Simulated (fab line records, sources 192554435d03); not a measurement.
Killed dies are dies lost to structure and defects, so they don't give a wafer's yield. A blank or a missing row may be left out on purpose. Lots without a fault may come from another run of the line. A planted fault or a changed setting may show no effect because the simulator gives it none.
Chamber matching | flow n5_finfet | N5_BEOL_M0_SAQP_SPACER1_ETCHBACK_99 on rie_diel-02: 4 sister chambers
The step etches SiO2 in CHF3/O2, target depth 15.4 nm, time 7.7 s. 4 wafers are shown with their chamber, then 8 later ones without.

WAFERS WITH THEIR CHAMBER
wafer  | chamber | drypump_motor_current_A (A)
L087.6 | 3       | 5.7
L088.6 | 1       | 6.4
L092.3 | 0       | 4.8
L094.2 | 2       | 5.0

WAFERS WITHOUT THEIR CHAMBER
wafer  | drypump_motor_current_A (A)
L094.3 | 5.7
L094.4 | 6.4
L095.1 | 4.9
L095.2 | 5.7
L095.6 | 6.4
L096.1 | 5.7
L096.2 | 6.4
L096.5 | 5.7

WHICH CHAMBER EACH WENT THROUGH
wafer  | from the rows above     | in truth
L094.3 | 3                       | 3
L094.4 | 1                       | 1
L095.1 | can't be placed: 2 or 0 | 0
L095.2 | 3                       | 3
L095.6 | 1                       | 1
L096.1 | 3                       | 3
L096.2 | 1                       | 1
L096.5 | 3                       | 3
Placed correctly: 7 of 8. Can't be placed from these rows: 1 (the true chamber is among the candidates in 1). Placed wrongly: 0.
How it was worked out, from the rows above alone: a wafer's distance from a chamber is the root of the sum, over the readings, of the square of ((its reading less the chamber's mean) divided by the reading's scatter). The wafer belongs to the nearest chamber; if the next one is less than 2 further off, it can't be placed. A chamber's mean is the mean of its shown wafers. The scatter: with one shown wafer a chamber, the root of the mean of the squares of how far each hidden wafer lies from its nearest shown one.
